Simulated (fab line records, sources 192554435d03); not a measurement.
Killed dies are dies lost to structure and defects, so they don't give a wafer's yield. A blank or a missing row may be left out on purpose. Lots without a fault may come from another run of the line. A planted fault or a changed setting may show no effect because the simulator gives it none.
Problem report in the 8D (eight disciplines) form, filled by code | flow n5_finfet | the parts of the form that need people (team, actions taken, sign-off) are left out

1. THE PROBLEM
time_to_endpoint_s at N5_BEOL_M1_CMP_52 reads a mean of 85 s on 3 wafers of 2 lots; wafers without a fault read 63 s with a standard deviation of 3.8. That is +5.8 standard deviations from the usual mean.
The step: polishes, stops on SiOC, t overpolish 6.8 s, target thk 40 nm.
First seen on wafer L834.4, day 9 20:32, on cmp-02. The record holds 29 wafers of 10 lots with a number at this step. Rule for "out", or "out of limits": more than 4 standard deviations from the usual mean. The other wafers with a number count as sound.

2. WHAT IT IS AND WHAT IT IS NOT
question                    | is                     | is not
which readings at this step | time_to_endpoint_s     | motor_current_A, pad_life_wafers
which lots                  | L834, L837             | L821, L826, L828, L831, L832, L833, L835, L836
which wafers of those lots  | L834.1, L834.4, L837.1 | L834.2, L837.3, L837.5
read on which tools         | cmp-02, cmp-04         | cmp-01
when                        | from day 9 20:32       | up to then (16 sound wafers); but 10 sound wafers of L833, L835, L836, L837 came after

3. SUSPECTS, AND WHAT RULES EACH OUT
Counting: a tool at a process step up to the reading stays a suspect if it ran every lot that is out. Sound lots after the first of them don't rule it out here, since some wafers of a struck lot are sound.
- ecd_cu-01 at N5_BEOL_M1_ECD_50 (material Cu, target thk 300 nm): kept. It ran every lot that is out, first L834 (day 9 20:10); its last sound lot up to then is L832 (day 9 05:27).
Left after counting: ecd_cu-01 at N5_BEOL_M1_ECD_50.

4. THE CAUSE (what the simulator had put in)
Process parameter drift: ecd_cu-01, from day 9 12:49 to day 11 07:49, at N5_BEOL_M1_ECD_50. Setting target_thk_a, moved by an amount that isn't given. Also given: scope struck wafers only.
Counting left only this tool.

5. THE CHAIN OF EFFECTS, in route order
Each row: a reading whose mean over the struck wafers that have a number lies more than 3 standard deviations from the usual. Only readings for which the record gives a usual standard deviation are gone through. hours: the time from each lot's start at the first step in this table that gives one to its start at this step, as a median over the lots. sigmas: the change in usual standard deviations.
hours | step              | reading            | usual | on struck wafers | change | sigmas
0     | N5_BEOL_M1_CMP_52 | time_to_endpoint_s | 63 s  | 85               | +22    | +5.8
The process steps in it:
- N5_BEOL_M1_CMP_52: polishes, stops on SiOC, t overpolish 6.8 s, target thk 40 nm.
Later measuring or inspecting steps at which every struck wafer that the step has a row for has a number for every such reading, and none has moved that far: N5_BEOL_M1_INSPECT_59, N5_BEOL_M4_RC_MEAS_101.

6. WHAT WOULD HAVE CAUGHT IT SOONER
In this record the first reading out of limits was taken at day 9 20:32, 8 hours after the fault began at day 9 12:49.
Of the lots that are out (2), L837 began N5_BEOL_M1_ECD_50 on ecd_cu-01 after day 9 20:32. A hold on the tool at that time would have spared it.
